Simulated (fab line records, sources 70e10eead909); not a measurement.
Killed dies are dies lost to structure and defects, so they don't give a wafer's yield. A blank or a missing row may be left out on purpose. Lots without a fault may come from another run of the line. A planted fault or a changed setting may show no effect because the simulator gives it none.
Which tool did it? | flow nand_harc | 13 lots, 39 wafers sampled, at 6 steps of a route of 1302

WHAT THE GAUGES READ, wafer by wafer
NHARC_P_GATE_CD_MEAS_91: target cd 2000 nm.
lot  | measured     | on        | cd_nm (nm)
L471 | day 6 15:10  | cd_sem-02 | 2000.6 2000.0 2000.1
L472 | day 6 17:01  | cd_sem-02 | 2000.2 2000.4 2001.0
L474 | day 7 05:39  | cd_sem-01 | 1997.9 1998.1 1998.2
L475 | day 7 18:25  | cd_sem-02 | 2000.7 2001.4 2001.3
L476 | day 8 03:19  | cd_sem-01 | 2000.5 2001.4 2001.5
L477 | day 8 19:43  | cd_sem-01 | 1996.7 1999.0 1997.2
L478 | day 8 19:56  | cd_sem-01 | 2002.5 2000.5 2000.0
L479 | day 9 21:32  | cd_sem-02 | 2171.6 2171.8 2172.3
L480 | day 9 23:47  | cd_sem-01 | 2000.6 2001.1 2001.8
L489 | day 13 21:37 | cd_sem-01 | 2000.3 1998.9 1999.9
L492 | day 14 19:16 | cd_sem-03 | 2000.4 2000.2 2000.8
L491 | day 14 19:58 | cd_sem-03 | 2001.4 2002.6 2003.2
L493 | day 15 05:17 | cd_sem-02 | 2000.9 2000.7 1998.4

NHARC_END_SORT_01.
lot  | measured     | on        | killed_at_array | killed_at_other | killed_at_periphery | killed_dies | killed_open | killed_short
L479 | day 28 08:31 | prober-01 | 72 76 72        | 1 1 2           | 1 3 3               | 74 80 77    | 2 4 6       | 0 2 2

WHICH TOOL RAN EACH LOT (tool, then ch and the chambers of the sampled wafers, then the start)
lot  | NHARC_P_GATE_EXPOSE_88            | NHARC_P_GATE_DEGAS_109       | NHARC_P_GATE_RTA_82              | NHARC_P_CONTACT_DEP_00
L471 | krf_scanner-04 ch 0, day 6 15:01  | pvd_sputter-03, day 6 17:16  | rtp_anneal-01 ch 0, day 6 18:08  | pecvd-02 ch 0,1,2, no start
L472 | krf_scanner-04 ch 0, day 6 16:52  | pvd_sputter-01, day 6 19:11  | rtp_anneal-01 ch 0, day 6 19:59  | pecvd-02 ch 0,1,2, no start
L474 | krf_scanner-02 ch 0, day 7 05:29  | pvd_sputter-01, day 7 07:47  | rtp_anneal-01 ch 0, day 7 08:32  | pecvd-03 ch 0,2, no start
L475 | krf_scanner-04 ch 0, day 7 18:17  | pvd_sputter-03, day 7 20:34  | rtp_anneal-01 ch 0, day 7 21:24  | pecvd-03 ch 0,1,2, no start
L476 | krf_scanner-03 ch 0, day 8 03:10  | pvd_sputter-02, day 8 05:34  | rtp_anneal-02 ch 0, day 8 06:20  | pecvd-01 ch 1,2, no start
L477 | krf_scanner-04 ch 0, day 8 19:34  | pvd_sputter-03, day 8 21:50  | rtp_anneal-01 ch 0, day 8 22:46  | pecvd-02 ch 0,1, day 8 23:21
L478 | krf_scanner-03 ch 0, day 8 19:47  | pvd_sputter-01, day 8 22:17  | rtp_anneal-02 ch 0, day 8 23:03  | pecvd-01 ch 1,2, no start
L479 | krf_scanner-04 ch 0, day 9 21:23  | pvd_sputter-01, day 9 23:40  | rtp_anneal-01 ch 0, day 10 00:26 | pecvd-01 ch 0,2, day 28 08:31 or earlier
L480 | krf_scanner-03 ch 0, day 9 23:38  | pvd_sputter-01, day 10 01:56 | rtp_anneal-01 ch 0, day 10 02:43 | pecvd-03 ch 0,1,2, no start
L489 | krf_scanner-04 ch 0, day 13 21:28 | pvd_sputter-02, day 13 23:44 | rtp_anneal-01 ch 0, day 14 00:30 | pecvd-03 ch 0,1,2, no start
L492 | krf_scanner-03 ch 0, day 14 19:07 | pvd_sputter-03, day 14 21:23 | rtp_anneal-01 ch 0, day 14 22:11 | pecvd-02 ch 1,2, no start
L491 | krf_scanner-03 ch 0, day 14 19:49 | pvd_sputter-02, day 14 22:09 | rtp_anneal-01 ch 0, day 14 22:55 | pecvd-03 ch 1,2, no start
L493 | krf_scanner-02 ch 0, day 15 05:08 | pvd_sputter-01, day 15 07:25 | rtp_anneal-01 ch 0, day 15 08:11 | pecvd-03 ch 0,2, no start
- NHARC_P_GATE_EXPOSE_88: exposes mask P HVN, target cd 2000 nm.
- NHARC_P_GATE_DEGAS_109: time 60 s.
- NHARC_P_GATE_RTA_82: time 30 s.
- NHARC_P_CONTACT_DEP_00: deposits SiO2, target thk 500 nm.

WHAT THE TOOLS THEMSELVES READ (means of the sampled wafers that have a number; where no wafer has one, the mark that the record gives instead)
NHARC_P_GATE_EXPOSE_88.
lot  | tool           | reticle_temp_C (C)
L471 | krf_scanner-04 | 23.07
L472 | krf_scanner-04 | 22.93
L474 | krf_scanner-02 | 23.02
L475 | krf_scanner-04 | 23.03
L476 | krf_scanner-03 | 22.85
L477 | krf_scanner-04 | 22.94
L478 | krf_scanner-03 | 22.95
L479 | krf_scanner-04 | 23.07
L480 | krf_scanner-03 | 23.02
L489 | krf_scanner-04 | 22.88
L492 | krf_scanner-03 | 22.92
L491 | krf_scanner-03 | 22.88
L493 | krf_scanner-02 | 22.99

NHARC_P_GATE_DEGAS_109.
lot  | tool           | heater_power_w (W)
L471 | pvd_sputter-03 | 461
L472 | pvd_sputter-01 | 521
L474 | pvd_sputter-01 | 506
L475 | pvd_sputter-03 | 448
L476 | pvd_sputter-02 | 489
L477 | pvd_sputter-03 | 430
L478 | pvd_sputter-01 | 475
L479 | pvd_sputter-01 | 471
L480 | pvd_sputter-01 | 488
L489 | pvd_sputter-02 | 470
L492 | pvd_sputter-03 | 448
L491 | pvd_sputter-02 | 463
L493 | pvd_sputter-01 | 436

NHARC_P_GATE_RTA_82.
lot  | tool          | lamp_power_pct (%) | wafer_temp_C_max
L471 | rtp_anneal-01 | 4.29               | 452.0
L472 | rtp_anneal-01 | 4.30               | 451.9
L474 | rtp_anneal-01 | 4.29               | 452.3
L475 | rtp_anneal-01 | 4.30               | 452.0
L476 | rtp_anneal-02 | 3.90               | 451.6
L477 | rtp_anneal-01 | 4.29               | 452.4
L478 | rtp_anneal-02 | 3.90               | 451.5
L479 | rtp_anneal-01 | 4.29               | 452.2
L480 | rtp_anneal-01 | 4.29               | 451.7
L489 | rtp_anneal-01 | 4.29               | 452.3
L492 | rtp_anneal-01 | 4.30               | 452.8
L491 | rtp_anneal-01 | 4.29               | 451.6
L493 | rtp_anneal-01 | 4.29               | 452.4

NHARC_P_CONTACT_DEP_00.
lot  | tool     | heater_power_w (W) | throttle_valve_pct (%)
L471 | pecvd-02 | 603                | 16.0
L472 | pecvd-02 | 558                | 15.9
L474 | pecvd-03 | 620                | 16.1
L475 | pecvd-03 | 607                | 16.3
L476 | pecvd-01 | 597                | 15.4
L477 | pecvd-02 | 649                | 16.3
L478 | pecvd-01 | 584                | 15.4
L479 | pecvd-01 | 614                | 15.7
L480 | pecvd-03 | 538                | 16.0
L489 | pecvd-03 | 621                | 16.3
L492 | pecvd-02 | 551                | 16.2
L491 | pecvd-03 | 644                | 16.1
L493 | pecvd-03 | 635                | 16.3

THE ANSWER, worked out from the rows above alone
Rule: what is usual is taken from the lots themselves. Put in order of their means at a reading, lots are off if they are a third of the lots or fewer, leave a main group of 4 or more, and stand apart from it by a gap of 3 or more times the standard deviation of the main group's means; of several such gaps the widest counts. A main group whose means are all the same, to the digits that the tables above print for the reading, isn't used. A lot without any number at a reading at which 4 lots or more have one is off too. The other lots that the step has rows for count as sound. The gauges are gone through in route order, then the tools' own readings, and for those a lot's mean is taken as printed above. The first step at which some lot is off is used, and at that step the reading that is off furthest; a lot without a number counts as furthest.
Off: L479, at NHARC_P_GATE_CD_MEAS_91 (cd_nm). The main group: mean 2000.3 nm, standard deviation 1.3.
A tool fits if, at a process step before that reading, it ran every lot that is off, and no sound lot after the first of them. The gauges at NHARC_P_GATE_CD_MEAS_91 are tried like those tools. None of those tried fits.

WHAT THE SIMULATOR HAD PUT IN
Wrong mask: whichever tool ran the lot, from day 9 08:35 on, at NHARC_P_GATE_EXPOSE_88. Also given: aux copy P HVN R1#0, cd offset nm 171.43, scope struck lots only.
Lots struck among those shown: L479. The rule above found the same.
